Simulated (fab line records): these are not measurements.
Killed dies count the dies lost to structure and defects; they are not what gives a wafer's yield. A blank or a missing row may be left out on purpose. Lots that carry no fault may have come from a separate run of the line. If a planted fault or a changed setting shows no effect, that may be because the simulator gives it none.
A lot that was struck, set against a sound lot + flow nand-harc + 14 steps out of a route of 1159
Sound: the wafers L326.3, L326.4, L326.5. Struck: wafers L342.4, L342.5 (left out: L342.1, a lot-mate that was not struck); the cause follows at the end.
Order at every step that has rows: each side's tool, ch and its chambers, its first start. Under that, the readings that differ: sound wafers + struck wafers + difference of the means + sigmas: that difference in standard deviations of wafers without a fault.
alike: a reading whose means differ by less than 2 such deviations, as well as words and numbers matching on both sides. not compared: withheld readings; readings where some wafer has no value; bounds like >300 that might hide an equal value; numbers whose values overlap and for which the record gives no deviation.
A row with sigmas, a row that says differs or no value, or rows on one side alone: a step with any of these is where the two part. Non-overlapping numbers with no deviation appear without sigmas and do not part them. Lack of a reading on every wafer of one side parts them only where that side has two or more wafers.

first, 1 step without rows for these wafers: NHARC_A_WL_FILL_CVD_03 (deposits W, target thk 40 nm, time 3302 s).
NHARC_A_WL_FILL_ETCHBACK_04: etches the open film in NF3, target depth 60 nm, time 120 s.
  sound on rie-metal-02 ch 0,1, day 15 10:43; struck on rie-metal-01 ch 0,1, day 18 23:53
  alike: drypump-motor-current-A, he-backside-leak-sccm, oes-product-au, run-length-s
  not compared: rf-hours-counter-h
NHARC_A_WL_FILL_ETCHBACK_05: etches the open film in Cl2/BCl3, target depth 22 nm, time 60 s.
  sound on rie-metal-02 ch 0,1, day 15 10:55; struck on rie-metal-01 ch 0,1, day 19 00:09
  alike: drypump-motor-current-A, he-backside-leak-sccm, oes-product-au, run-length-s
  not compared: rf-hours-counter-h
then, 5 steps without rows for these wafers: NHARC_A_WL_FILL_STRIP_27 (strips in N2/H2, time 20 s); NHARC_A_WL_FILL_STRIP_28 (strips in post etch residue remover, time 1200 s); NHARC_A_WL_FILL_PRECLEAN_06 (cleans in DIW, time 300 s); NHARC_A_WL_FILL_SRD_07; NHARC_A_WL_FILL_ANNEAL_08 (time 1800 s).
NHARC_A_WL_FILL_ALD_10: deposits SiO2, target thk 50 nm, pulse time 10 s, ald cycles 500.
  sound on ald-hk-04 ch 2,3, day 15 16:49; struck on ald-hk-01 ch 0,2, day 19 06:57
  alike: heater-power-w, precursor-pulse-height-rel
NHARC_A_WL_FILL_ETCHBACK_16: etches the open film in C4F8/O2/Ar, target depth 88 nm, time 17.6 s.
  sound: rie-diel-02 ch 1,2; struck: rie-diel-02 ch 2,3
  alike: bias-w, oes-product-au, rf-vpp-V, run-length-s
  not compared: rf-hours-counter-h
NHARC_A_WL_FILL_STRIP_29: strips in O2, time 20 s.
  sound on rie-diel-02 ch 0,1,3, day 15 21:04; struck on rie-diel-02 ch 0,3, day 19 10:40
  alike: drypump-motor-current-A, oes-product-au, rf-vpp-V, showerhead-plenum-p-Torr, throttle-valve-pct
  not compared: rf-hours-counter-h
NHARC_A_WL_FILL_ETCHBACK_17: etches the open film in Cl2/BCl3, target depth 4 nm, time 26.7 s.
  sound on rie-metal-03 ch 0,1, day 15 21:11; struck on rie-metal-03 ch 0, day 19 10:45
| reading          | sound          | struck    | difference | sigmas |
|------------------|----------------|-----------|------------|--------|
| run-length-s (s) | 48.3 48.2 48.1 | 41.9 42.0 | -6.2       | -16    |
  alike: drypump-motor-current-A, he-backside-leak-sccm, oes-product-au
  not compared: rf-hours-counter-h
then, 1 step without rows for these wafers: NHARC_A_WL_FILL_PRECLEAN_18 (cleans in dHF, time 30 s).
-- break in the record here, with 5 days between the starts of the struck wafers on either side (left off in module A_WL_FILL, picked up again in module END, where the first step shown is number 1159 on the route) --
NHARC_END_SORT_01:
  sound on prober-02 ch 0, day 19 14:28; struck on prober-01 ch 0, day 24 07:46
| reading         | sound | struck | difference | sigmas |
|-----------------|-------|--------|------------|--------|
| killed-at-other | 3 2 1 | 0 0    | -2         | -2     |
  alike: killed-at-array, killed-at-periphery, killed-dies, killed-open, killed-short

WHERE THEY PART
First at NHARC_A_WL_FILL_ETCHBACK_17; last, within this record, at NHARC_END_SORT_01.

WHY: whatever the simulator had introduced
rie-metal-03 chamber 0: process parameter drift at NHARC_A_WL_FILL_ETCHBACK_17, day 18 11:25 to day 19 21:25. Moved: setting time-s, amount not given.
